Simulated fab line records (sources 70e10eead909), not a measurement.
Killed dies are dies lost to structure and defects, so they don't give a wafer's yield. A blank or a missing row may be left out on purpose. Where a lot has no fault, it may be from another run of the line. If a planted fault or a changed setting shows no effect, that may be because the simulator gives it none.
Matching of chambers | flow nandHarc | 4 sister chambers for NHARC_A_WL_FILL_ETCHBACK_26 on rieSi-04
The step etches the open film in HBr, target depth 52 nm, time 13.3 s. 16 wafers are shown with their chamber, then 8 later ones without.

## WAFERS WITH THEIR CHAMBER
wafer  | chamber | drypumpMotorCurrentA (A) | throttleValvePct (%) | oesProductAu (a.u.)
L076.1 | 0       | 5.9                      | 23.259               | 0.999
L076.4 | 2       | 5.4                      | 23.267               | 0.982
L076.5 | 2       | 5.4                      | 23.262               | 0.988
L078.2 | 2       | 5.5                      | 23.253               | 0.985
L078.3 | 0       | 5.9                      | 23.251               | 1.013
L078.5 | 2       | 5.5                      | 23.262               | 0.992
L079.1 | 2       | 5.5                      | 23.271               | 0.996
L079.3 | 3       | 5.5                      | 23.260               | 1.004
L079.6 | 1       | 5.6                      | 23.275               | 0.995
L086.2 | 0       | 5.9                      | 23.267               | 1.000
L086.3 | 1       | 5.6                      | 23.269               | 1.011
L086.6 | 2       | 5.4                      | 23.267               | 1.000
L088.1 | 1       | 5.6                      | 23.265               | 0.992
L088.4 | 2       | 5.5                      | 23.286               | 0.999
L088.5 | 3       | 5.5                      | 23.259               | 0.998
L090.1 | 1       | 5.6                      | 23.272               | 0.997

SIGNATURES (means of the wafers above)
reading              | chamber 0 | chamber 1 | chamber 2 | chamber 3 | scatter within a chamber
drypumpMotorCurrentA | 5.900     | 5.600     | 5.457     | 5.500     | 0.0378
throttleValvePct     | 23.25900  | 23.27025  | 23.26686  | 23.25950  | 0.0082
oesProductAu         | 1.00400   | 0.99875   | 0.99171   | 1.00100   | 0.00734
Rule: a wafer lies at a distance from a chamber equal to the root of the sum of squares, over the readings, of (its reading less the chamber's mean, divided by the reading's scatter). The wafer belongs to the nearest chamber; if the next one is less than 2 further off, it can't be placed. The scatter: take each reading less its chamber's mean, square it, sum over the shown wafers, divide by the number of wafers less the number of chambers, and take the root.

## WAFERS WITH NO CHAMBER GIVEN
wafer  | drypumpMotorCurrentA (A) | throttleValvePct (%) | oesProductAu (a.u.)
L090.5 | 5.5                      | 23.267               | 1.007
L090.6 | 5.6                      | 23.251               | 1.007
L096.2 | 5.4                      | 23.266               | 0.978
L096.4 | 5.7                      | 23.262               | 0.998
L096.5 | 5.5                      | 23.261               | 0.994
L097.2 | 5.5                      | 23.260               | 0.984
L097.4 | 5.9                      | 23.274               | 0.989
L097.5 | 5.7                      | 23.262               | 1.012

## EACH ONE'S CHAMBER
wafer  | from the rows above          | in truth
L090.5 | can't be placed: 3 or 2 or 1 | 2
L090.6 | can't be placed: 1 or 3      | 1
L096.2 | can't be placed: 2 or 3      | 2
L096.4 | 1                            | 1
L096.5 | can't be placed: 3 or 2 or 1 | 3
L097.2 | can't be placed: 2 or 3 or 1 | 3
L097.4 | 0                            | 0
L097.5 | 1                            | 1
Correct placement for 3 of the 8. From these rows, 5 cannot be placed; in 5 the true chamber is one of the candidates. Wrongly placed: 0.
